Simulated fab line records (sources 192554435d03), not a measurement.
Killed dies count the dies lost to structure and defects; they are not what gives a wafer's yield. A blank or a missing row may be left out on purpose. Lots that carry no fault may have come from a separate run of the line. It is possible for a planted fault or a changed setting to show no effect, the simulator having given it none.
Comparing a struck lot with a sound one	flow n5_finfet	19 out of 1938 route steps
Sound: the wafers L646.1, L646.3, L646.5. Struck: wafer L657.6 (left out: L657.2, a lot-mate that was not struck); the cause follows at the end.
Each step with rows lists, per side, the tool, then ch with its chambers, then its first start. Under that, the readings that differ: sound wafers	struck wafers	difference of the means	sigmas: that difference in standard deviations of wafers without a fault.
alike: readings whose means differ by less than 2 such deviations, and words and numbers that are the same on both sides. not compared: withheld readings, readings that some wafer has no value for, bounds like >300 that may hide the same value, and numbers for which the record gives no deviation and whose values overlap.
Wherever a step has rows on one side only, a row that says differs or no value, or a row with sigmas, the two part there. Numbers that have no deviation but don't overlap get no sigmas and don't part them. A reading missing from all wafers of one side parts the sides only when that side holds two or more wafers.

first, 1 step without rows for these wafers: N5_BEOL_M13_ETCH_67 (etches SiARC in CF4, target depth 143 nm, time 238.3 s).
N5_BEOL_M13_ETCH_68: etches SOC in N2/H2, time 355 s.
  sound on rie_diel-04 ch 1,2,3, day 14 12:57; struck on rie_diel-03 ch 1, day 16 23:26
reading	sound	struck	difference	sigmas
oes_product_au (a.u.)	0.86 0.92 0.99	0.68	-0.24	-3
throttle_valve_pct (%)	17.62 17.62 17.20	17.91	+0.43	+2
  alike: drypump_motor_current_A, h2_flow_sccm, n2_flow_sccm, rf_vpp_V, showerhead_plenum_p_Torr
  not compared: rf_hours_counter_h
then, 3 steps without rows for these wafers: N5_BEOL_M13_STRIP_69 (strips in N2/H2); N5_BEOL_M13_TRENCH_ETCH_34 (etches SiOC in C4F8/O2/Ar, target depth 413.47 nm, time 162.6 s); N5_BEOL_M13_STRIP_70 (strips in C4F8/O2/Ar).
N5_BEOL_M13_OCD_MEAS_35:
  sound: ocd-01 at day 14 13:20; struck: ocd-02 at day 16 23:50
reading	sound	struck	difference	sigmas
trench_depth_nm (nm)	421 419 422	407	-14	-3
N5_BEOL_M13_STRIP_37: strips in N2/H2.
  sound on plasma_asher-02 ch 0,1, day 14 13:23; struck on plasma_asher-02 ch 0, day 16 23:52
  alike: drypump_motor_current_A, h2_flow_sccm, heater_power_w, n2_flow_sccm, oes_product_au
  not compared: rf_hours_counter_h
N5_BEOL_M13_ETCH_38: etches SiCN in CF4/N2, target depth 67.5 nm, time 71.9 s.
  sound on rie_diel-01 ch 1,3, day 14 13:38; struck on rie_diel-01 ch 1, day 17 00:55
  alike: drypump_motor_current_A, n2_flow_sccm, oes_product_au, rf_vpp_V, showerhead_plenum_p_Torr, throttle_valve_pct
  not compared: rf_hours_counter_h
then, 3 steps without rows for these wafers: N5_BEOL_M13_PRECLEAN_39 (cleans in residue remover, time 60 s); N5_BEOL_M13_SRD_40 (time 30 s, dry time 30 s); N5_BEOL_M13_DEGAS_41 (time 60 s).
N5_BEOL_M13_PRE_CLEAN_42: time 30 s.
  sound: pvd_sputter-01 at day 14 13:56; struck: pvd_sputter-03 at day 17 01:35
  alike: heater_power_w
N5_BEOL_M13_SPUTTER_43: material TaN, target thk 15 nm, time 24.19 s.
  sound: pvd_sputter-01 at day 14 13:59; struck: pvd_sputter-03 at day 17 01:38
reading	sound	struck	difference	sigmas
model.TaN_of_BEOL_M13_SPUTTER_43.thk_nm (nm)	14.8 14.6 14.6	16.4	+1.7	
  alike: throttle_valve_pct
N5_BEOL_M13_SPUTTER_44: material Ta, target thk 10 nm, time 16.13 s.
  sound: pvd_sputter-01 at day 14 14:04; struck: pvd_sputter-03 at day 17 01:43
  alike: throttle_valve_pct
then, 3 steps without rows for these wafers: N5_BEOL_M13_SPUTTER_45 (material Cu, target thk 80 nm, time 13.33 s); N5_BEOL_M13_ECD_47 (material Cu, target thk 936 nm); N5_BEOL_M13_ANNEAL_48 (time 90 s).
N5_BEOL_M13_CMP_49: polishes, stops on SiOC, t overpolish 17.1 s, target thk 420 nm.
  sound on cmp-04 ch 0,3, day 14 14:43; struck on cmp-02 ch 3, day 17 03:22
reading	sound	struck	difference	sigmas
barrier_field_endpoint_s (s)	30.9 30.9 30.3	32.9	+2.2	+3
  alike: motor_current_A
N5_BEOL_M13_THK_MEAS_50: measures by xrf.
  sound: film_metro-01 at day 14 15:01; struck: film_metro-02 at day 17 03:35
  alike: M13_THK

## WHERE THEY PART
At N5_BEOL_M13_ETCH_68 first; at N5_BEOL_M13_CMP_49 last (within this record only). Later steps at which nothing parts them and some readings are alike: N5_BEOL_M13_THK_MEAS_50.

WHY: the cause the simulator had injected
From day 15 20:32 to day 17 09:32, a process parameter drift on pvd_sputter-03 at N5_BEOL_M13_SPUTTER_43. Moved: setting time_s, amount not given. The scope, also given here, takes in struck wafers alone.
